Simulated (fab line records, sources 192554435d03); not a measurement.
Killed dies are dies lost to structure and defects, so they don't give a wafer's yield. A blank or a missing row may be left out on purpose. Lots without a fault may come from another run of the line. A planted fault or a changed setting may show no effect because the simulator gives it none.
Chamber matching | flow n5_finfet | N5_BEOL_M9_DESCUM_16 on rie_diel-03: 4 sister chambers
The step chemistry O2, time 7.9 s. 7 wafers are shown with their chamber, then 9 later ones without.

WAFERS WITH THEIR CHAMBER
wafer  | chamber | showerhead_plenum_p_Torr (Torr) | throttle_valve_pct (%)
L076.5 | 0       | 2.04                            | 20.11
L078.5 | 2       | 2.12                            | 19.94
L078.6 | 0       | 2.03                            | 20.12
L080.4 | 2       | 2.12                            | 19.98
L083.2 | 3       | 2.06                            | 20.59
L083.5 | 1       | 2.14                            | 20.52
L083.6 | 3       | 2.06                            | 20.59

WAFERS WITHOUT THEIR CHAMBER
wafer  | showerhead_plenum_p_Torr (Torr) | throttle_valve_pct (%)
L085.1 | 2.11                            | 20.00
L085.3 | 2.14                            | 20.56
L085.4 | 2.11                            | 20.00
L087.1 | 2.03                            | 19.81
L087.4 | 2.14                            | 20.57
L087.5 | 2.03                            | 19.80
L090.2 | 2.11                            | 20.02
L090.4 | 2.14                            | 20.56
L090.5 | 2.14                            | 20.56

WHICH CHAMBER EACH WENT THROUGH
wafer  | from the rows above | in truth
L085.1 | 2                   | 2
L085.3 | 1                   | 1
L085.4 | 2                   | 2
L087.1 | 0                   | 0
L087.4 | 1                   | 1
L087.5 | 0                   | 0
L090.2 | 2                   | 2
L090.4 | 1                   | 1
L090.5 | 1                   | 1
Placed correctly: 9 of 9. Can't be placed from these rows: 0. Placed wrongly: 0.
How it was worked out, from the rows above alone: a wafer's distance from a chamber is the root of the sum, over the readings, of the square of ((its reading less the chamber's mean) divided by the reading's scatter). The wafer belongs to the nearest chamber; if the next one is less than 2 further off, it can't be placed. A chamber's mean is the mean of its shown wafers. The scatter: the root of (the sum of the squares of (reading less its chamber's mean) over the shown wafers, divided by (wafers less chambers)).
